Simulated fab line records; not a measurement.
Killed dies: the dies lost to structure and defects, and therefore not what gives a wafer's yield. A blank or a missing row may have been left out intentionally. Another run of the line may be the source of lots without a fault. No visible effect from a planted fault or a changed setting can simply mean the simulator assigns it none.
fab line records | flow nand_harc
[record] lots = 6 | wafers = 18 | last_day = 34
route steps=1302 shown THIN_TSV@1261
lots that met no fault: from a run of the same line without faults
start_h: hours from the record's opening day to when the first of the lot's shown wafers began | wait_h: hours since the lot's step before | " repeats the value in the row above | L1.1+2: a row that stands for several wafers | - no value, or no start was given | * or withheld: withheld | < > ~ a bound
route shown NAME@n: NAME is a module with steps in the file, n the number in the route of the first one | usual: the fault-free wafers' mean and standard deviation | same: alike in all rows | chamber/n: place in a boat | sites: each site's reading | _std_site: the values' standard deviation | _edge_site: inner sites' mean taken away from outer sites' mean | radius_mm: how far each site lies from the wafer's centre | mask NAME#n: copy n | behind: tool/chamber where the wafer was last shaped | hold: why the lot went on hold/how many hours it stayed there/how the hold came to an end | device: which transistor (n, p or np) failed to switch | end of line: tests run on the same wafers once the route is complete | for a step that has no rows: nothing shown but its recipe | killed: dies lost to structure and defects at the first sort, not the wafer's yield | map: per-die view of a wafer (x killed, . not killed, _ where there is no die)
set.NAME: the run value of the setting; set.NAME@STEP: its run value at that earlier step | model.NAME: the simulator's own value behind a step, which no gauge read
lots at selected steps of the route; one table per step, one row per wafer
services: a tool's chamber out of use, with start hour (start_h, from the record's first day; less than 0 if before it), hours out, and reason
[[steps]]
[step NHARC_THIN_TSV_DESCUM_14]
[recipe] time_s = 3 | o2_flow_sccm = 200 | ar_flow_sccm = 0 | bias_power_w = 0 | chemistry = O2
[usual] drypump_motor_current_A = 5.8/0.42 | mfc_ar_sccm = 0.005/0.0061 | oes_product_au = 1.001/0.0062 | rf_vpp_V = 57.6/0.93 | showerhead_plenum_p_Torr = 1.90/0.077 | throttle_valve_pct = 11.310/0.0095
lot.wafer | tool        | chamber | start_h | wait_h | drypump_motor_current_A | mfc_ar_sccm | oes_product_au | rf_hours_counter_h | rf_vpp_V | showerhead_plenum_p_Torr | throttle_valve_pct
L171.3    | rie_diel-13 | 3       | 565.94  | -      | 6.1                     | 0.014       | 0.990          | 3.7                | 55.4     | 1.90                     | 11.303
L171.1    | "           | 0       | "       | "      | 6.0                     | 0           | 0.998          | 3.9                | 58.4     | 2.05                     | 11.312
L171.5    | "           | 3       | "       | "      | 6.0                     | 0.014       | 0.996          | -                  | 56.4     | 1.90                     | 11.299
L185.3    | rie_diel-10 | 3       | 691.43  | -      | 6.2                     | 0.013       | 0.992          | 3.1                | 57.6     | 1.85                     | 11.297
L185.1    | "           | 0       | "       | "      | 6.1                     | 0.008       | 0.990          | 3.6                | 56.7     | 1.88                     | 11.306
L185.5    | "           | 0       | "       | "      | 6.1                     | 0.008       | 0.999          | -                  | 58.1     | 1.88                     | 11.313
L183.3    | rie_diel-11 | 1       | 692.61  | -      | 5.7                     | 0.001       | 1.007          | 2.8                | 56.1     | 1.86                     | 11.322
L183.2    | "           | 0       | "       | "      | 6.4                     | 0.006       | 0.995          | 3.4                | 58.1     | 1.99                     | 11.314
L183.6    | "           | 2       | "       | "      | 6.1                     | 0           | 0.994          | -                  | 57.9     | 1.88                     | 11.314
L187.2    | rie_diel-11 | 1       | 712.75  | -      | 5.7                     | 0.001       | 0.997          | 5.0                | 57.6     | 1.86                     | 11.320
L187.5    | "           | 0       | "       | "      | 6.4                     | 0.006       | 0.993          | -                  | 57.4     | 1.99                     | 11.320
L187.4    | "           | 1       | "       | "      | 5.7                     | 0.001       | 1.007          | -                  | 56.9     | 1.86                     | 11.317
L190.2    | rie_diel-13 | 2       | 738.47  | -      | 5.6                     | 0           | 1.000          | 1.8                | 57.6     | 1.78                     | 11.303
L190.6    | "           | 0       | "       | "      | 6.0                     | 0           | 1.016          | -                  | 57.9     | 2.04                     | 11.300
L190.5    | "           | 1       | "       | "      | 5.6                     | 0.001       | 1.008          | -                  | 57.6     | 1.99                     | 11.294
L194.1    | rie_diel-10 | 1       | 797.24  | -      | 5.6                     | 0.017       | 1.005          | 0.8                | 58.1     | 1.84                     | 11.300
L194.2    | "           | 3       | "       | "      | 6.2                     | 0.013       | 1.004          | 0.7                | 58.0     | 1.85                     | 11.296
L194.3    | "           | 0       | "       | "      | 6.0                     | 0.008       | 1.007          | 0.7                | 57.1     | 1.88                     | 11.312
[step NHARC_THIN_TSV_ETCH_44]
[recipe] target_depth_a = 15942 | time_s = 797.1 | cf4_flow_sccm = 150 | o2_flow_sccm = 10 | ar_flow_sccm = 0 | rf_w = 300 | bias_w = 800 | chemistry = CF4/O2
[step NHARC_THIN_TSV_ETCH_15]
[recipe] target_depth_a = 30000 | bosch_target_overetch_cycles = 2 | bosch_etch_step_s = 2.8 | bosch_dep_step_s = 1.2 | bosch_cycles = 14
[usual] drypump_motor_current_A = 5.6/0.39
lot.wafer | tool      | chamber | start_h | wait_h | drypump_motor_current_A | rf_hours_counter_h
L171.3    | rie_si-02 | 1       | 566.59  | -      | 5.5                     | 0.7
L171.1    | "         | 3       | "       | "      | 5.0                     | 0.7
L171.5    | "         | 1       | "       | "      | 5.6                     | -
L185.1    | rie_si-01 | 0       | 692.09  | -      | 6.4                     | 0.7
L185.3    | "         | 3       | "       | "      | 5.8                     | 0.6
L185.5    | "         | 1       | "       | "      | 5.7                     | -
L183.2    | rie_si-04 | 3       | 693.26  | -      | 5.6                     | 1.0
L183.3    | "         | 1       | "       | "      | 6.0                     | 1.0
L183.6    | "         | 3       | "       | "      | 5.6                     | -
L187.4    | rie_si-04 | 1       | 713.54  | -      | 6.0                     | 0.0
L187.2    | "         | 2       | "       | "      | 5.8                     | 0.0
L187.5    | "         | 0       | "       | "      | 5.7                     | -
L190.2    | rie_si-01 | 1       | 739.13  | -      | 5.7                     | 0
L190.6    | "         | 1       | "       | "      | 5.7                     | -
L190.5    | "         | 2       | "       | "      | 5.5                     | -
L194.1    | rie_si-02 | 1       | 797.90  | -      | 5.6                     | 0.9
L194.2    | "         | 2       | "       | "      | 5.0                     | 0.9
L194.3    | "         | 0       | "       | "      | 6.0                     | 1.1
[step NHARC_THIN_TSV_CD_MEAS_16]
[usual] cd_nm = 999.7/1.6
lot.wafer | tool      | chamber | start_h | wait_h | cd_nm
L171.1    | cd_sem-02 | -       | 566.74  | 0.1    | 997.5
L171.3    | "         | -       | "       | "      | 998.6
L171.5    | "         | -       | "       | "      | 998.1
L185.1    | cd_sem-03 | -       | 692.23  | 0.1    | 1000.0
L185.3    | "         | -       | "       | "      | 1000.6
L185.5    | "         | -       | "       | "      | 999.4
L183.2    | cd_sem-01 | -       | 693.40  | 0.1    | 999.9
L183.3    | "         | -       | "       | "      | 1000.1
L183.6    | "         | -       | "       | "      | 1001.7
L187.2    | cd_sem-02 | -       | 713.67  | 0.1    | 1000.8
L187.4    | "         | -       | "       | "      | 1000.0
L187.5    | "         | -       | "       | "      | 1000.6
L190.2    | cd_sem-03 | -       | 739.30  | 0.2    | 1000.6
L190.5    | "         | -       | "       | "      | 1003.2
L190.6    | "         | -       | "       | "      | 1002.4
L194.1    | cd_sem-02 | -       | 798.04  | 0.1    | 1000.9
L194.2    | "         | -       | "       | "      | 1000.1
L194.3    | "         | -       | "       | "      | 1001.0
[step NHARC_THIN_TSV_STRIP_45]
[recipe] power_w = 1500 | temp_c = 250 | chemistry = O2
[usual] drypump_motor_current_A = 5.5/0.55 | heater_power_w = 311/20
lot.wafer | tool            | chamber | start_h | wait_h | drypump_motor_current_A | heater_power_w | rf_hours_counter_h
L171.1    | plasma_asher-01 | 1       | 566.86  | 0.1    | 6.2                     | 329            | 10
L171.3    | "               | 1       | "       | "      | 6.2                     | 325            | -
L171.5    | "               | 1       | "       | "      | 6.2                     | 321            | -
L185.1    | plasma_asher-02 | 1       | 692.35  | 0.1    | 4.9                     | 329            | 14
L185.3    | "               | 1       | "       | "      | 4.9                     | 325            | -
L185.5    | "               | 0       | "       | "      | 5.4                     | 282            | -
L183.2    | plasma_asher-01 | 0       | 693.48  | 0.1    | 6.2                     | 305            | 37
L183.3    | "               | 1       | "       | "      | 6.2                     | 326            | -
L183.6    | "               | 0       | "       | "      | 6.2                     | 318            | -
L187.2    | plasma_asher-01 | 1       | 713.82  | 0.2    | 6.2                     | 306            | 2
L187.4    | "               | 1       | "       | "      | 6.2                     | 313            | -
L187.5    | "               | 0       | "       | "      | 6.2                     | 316            | -
L190.2    | plasma_asher-02 | 1       | 739.43  | 0.1    | 4.9                     | 322            | 24
L190.6    | "               | 0       | "       | "      | 5.4                     | 277            | -
L190.5    | "               | 1       | "       | "      | 4.9                     | 332            | -
L194.1    | plasma_asher-02 | 0       | 798.12  | 0.1    | 5.4                     | 297            | 2
L194.2    | "               | 1       | "       | "      | 4.8                     | 351            | 2
L194.3    | "               | 1       | "       | "      | 4.9                     | 338            | -
[step NHARC_THIN_TSV_STRIP_46]
[recipe] time_s = 1200 | temp_c = 72.5 | chemistry = post_etch_residue_remover
[step NHARC_THIN_TSV_DEP_47]
[recipe] target_thk_a = 2000 | temp_c = withheld | pressure_torr = 6.5 | rf_w = 900 | teos_flow_sccm = 161.4 | flow_sccm = 2650 | target_thk_nm = 200 | gas = O2 | material = SiO2
[usual] throttle_valve_pct = 15.8/0.39
lot.wafer | tool     | chamber | start_h | wait_h | throttle_valve_pct
L171.1    | pecvd-01 | 2       | 567.62  | -      | 15.7
L171.3    | "        | 1       | "       | "      | 15.2
L171.5    | "        | 1       | "       | "      | 15.2
L185.1    | pecvd-01 | 1       | 693.11  | -      | 15.7
L185.3    | "        | 0       | "       | "      | 15.7
L185.5    | "        | 2       | "       | "      | 15.6
L183.2    | pecvd-03 | 0       | 694.28  | -      | 16.7
L183.3    | "        | 2       | "       | "      | 15.8
L183.6    | "        | 1       | "       | "      | 15.5
L187.2    | pecvd-03 | 1       | 714.58  | -      | 15.6
L187.5    | "        | 2       | "       | "      | 15.8
L187.4    | "        | 0       | "       | "      | 16.6
L190.2    | pecvd-01 | 1       | 740.23  | -      | 15.5
L190.5    | "        | 0       | "       | "      | 15.8
L190.6    | "        | 2       | "       | "      | 15.9
L194.1    | pecvd-02 | 1       | 798.92  | -      | 16.0
L194.3    | "        | 2       | "       | "      | 15.8
L194.2    | "        | 0       | "       | "      | 15.5
[step NHARC_THIN_TSV_ETCHBACK_48]
[recipe] target_depth_a = 10285 | over_etch_frac = 0.3 | time_s = 405.17 | ion_energy_ev = 250 | c4f8_flow_sccm = withheld | ar_flow_sccm = withheld | rf_w = 600 | bias_w = 300 | chemistry = C4F8/Ar
[step NHARC_THIN_TSV_STRIP_62]
[recipe] power_w = 1500 | temp_c = 250 | time_s = 20 | chemistry = N2/H2
[step NHARC_THIN_TSV_DEGAS_49]
[recipe] temp_c = 300 | time_s = 120
[step NHARC_THIN_TSV_PRE_CLEAN_50]
[recipe] time_s = 30 | temp_c = 280 | gas = H2/He
[step NHARC_THIN_TSV_PVD_19]
[recipe] target_thk_a = 200 | chamber_pressure_pa = 5 | material = TaN
[usual] chamber_pressure_pa = 5.000/0.01 | throttle_valve_pct = 30.1/1.6
lot.wafer | tool           | chamber | start_h | wait_h | chamber_pressure_pa | throttle_valve_pct
L171.1    | pvd_sputter-01 | -       | -       | -      | 4.999               | 28.6
L171.3    | "              | -       | "       | "      | 4.980               | 29.5
L171.5    | "              | -       | "       | "      | 5.014               | 28.3
L185.1    | pvd_sputter-02 | -       | -       | -      | 5.003               | 32.5
L185.3    | "              | -       | "       | "      | 5.000               | 31.1
L185.5    | "              | -       | "       | "      | 4.998               | 31.4
L183.2    | pvd_sputter-01 | -       | -       | -      | 5.007               | 29.3
L183.3    | "              | -       | "       | "      | 4.997               | 28.1
L183.6    | "              | -       | "       | "      | 4.989               | 28.6
L187.4    | pvd_sputter-03 | -       | -       | -      | 5.012               | 30.2
L187.2    | "              | -       | "       | "      | 5.007               | 29.2
L187.5    | "              | -       | "       | "      | 4.990               | 33.2
L190.2    | pvd_sputter-02 | -       | -       | -      | 5.010               | 32.3
L190.6    | "              | -       | "       | "      | 5.006               | 32.5
L190.5    | "              | -       | "       | "      | 5.008               | 31.0
L194.2    | pvd_sputter-01 | -       | -       | -      | 4.987               | 28.2
L194.1    | "              | -       | "       | "      | 5.008               | 27.8
L194.3    | "              | -       | "       | "      | 4.994               | 28.5
[step NHARC_THIN_TSV_PVD_51]
[recipe] target_thk_a = 1000 | chamber_pressure_pa = 5 | material = Cu
[usual] chamber_pressure_pa = 5.000/0.011 | throttle_valve_pct = 30.1/1.5
lot.wafer | tool           | chamber | start_h | wait_h | chamber_pressure_pa | throttle_valve_pct
L171.3    | pvd_sputter-01 | -       | 568.87  | -      | 5.002               | 27.8
L171.1    | "              | -       | "       | "      | 4.992               | 28.4
L171.5    | "              | -       | "       | "      | 5.010               | 27.7
L185.1    | pvd_sputter-02 | -       | 694.35  | -      | -                   | -
L185.3    | "              | -       | "       | "      | -                   | -
L185.5    | "              | -       | "       | "      | -                   | -
L183.2    | pvd_sputter-01 | -       | 695.49  | -      | -                   | -
L183.3    | "              | -       | "       | "      | -                   | -
L183.6    | "              | -       | "       | "      | -                   | -
L187.4    | pvd_sputter-03 | -       | 715.87  | -      | 5.008               | 29.0
L187.2    | "              | -       | "       | "      | 4.998               | 30.3
L187.5    | "              | -       | "       | "      | 4.990               | 30.3
L190.2    | pvd_sputter-02 | -       | 741.40  | -      | 4.994               | 31.3
L190.6    | "              | -       | "       | "      | 5.004               | 32.5
L190.5    | "              | -       | "       | "      | 4.997               | 31.4
L194.3    | pvd_sputter-01 | -       | 800.12  | -      | 5.018               | 30.7
L194.1    | "              | -       | "       | "      | 4.982               | 27.9
L194.2    | "              | -       | "       | "      | 4.974               | 28.3
[step NHARC_THIN_TSV_ECD_20]
[recipe] target_thk_a = 20000 | material = Cu
[[services]]
tool            | chamber | start_h | hours | kind
pecvd-01        | 0       | 543.82  | 6.2   | repair
rie_si-01       | -       | 547.00  | 9.0   | pm
pecvd-03        | -       | 547.04  | 13.0  | pm
rie_si-04       | 3       | 556.01  | 10.0  | repair
rie_si-01       | -       | 565.66  | 0.8   | repair
pvd_sputter-03  | -       | 566.62  | 3.5   | repair
rie_si-02       | 2       | 576.35  | 5.8   | repair
rie_si-01       | 2       | 591.89  | 6.1   | repair
rie_si-02       | 1       | 594.49  | 5.1   | repair
rie_diel-10     | -       | 596.50  | 9.0   | pm
plasma_asher-02 | -       | 603.00  | 9.0   | pm
pvd_sputter-01  | -       | 603.91  | 10.0  | pm
rie_diel-11     | -       | 609.50  | 9.0   | pm
rie_si-01       | 2       | 610.23  | 5.2   | repair
rie_diel-10     | 1       | 617.30  | 48.2  | repair
pecvd-01        | 2       | 632.91  | 8.4   | repair
pvd_sputter-02  | -       | 638.69  | 10.0  | pm
pvd_sputter-01  | -       | 662.93  | 1.2   | repair
pecvd-01        | -       | 673.04  | 13.0  | pm
plasma_asher-01 | -       | 696.54  | 9.0   | pm
pvd_sputter-01  | -       | 715.57  | 3.1   | repair
pecvd-01        | 0       | 763.02  | 10.5  | repair
plasma_asher-02 | -       | 780.26  | 9.0   | pm
pvd_sputter-01  | -       | 781.91  | 10.0  | pm
[[key]]
[first_sign] step = NHARC_THIN_TSV_PVD_51 | reading = tool_record | direction = missing
effect none on later readings
met_at NHARC_THIN_TSV_PVD_51
struck_wafers L183.2,L183.3,L183.6,L185.1,L185.3,L185.5
later_rows_left_out L183.2,L183.3,L183.6,L185.1,L185.3,L185.5
sort_left_out L183.2,L183.3,L183.6,L185.1,L185.3,L185.5
onset_between 568.87 694.35
[fault] kind = skipped_step_whole | tool = pvd_sputter-01,pvd_sputter-02 | chamber = - | onset_h = 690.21 | steps = NHARC_THIN_TSV_PVD_51 | scope = struck_lots_only
// sort_left_out: the simulated sort isn't trusted on such a fault, so these wafers' sort isn't shown, and their yield isn't known
// later_rows_left_out: the simulator's readings of these wafers behind a module that went badly wrong aren't trusted and aren't shown, but for the sort
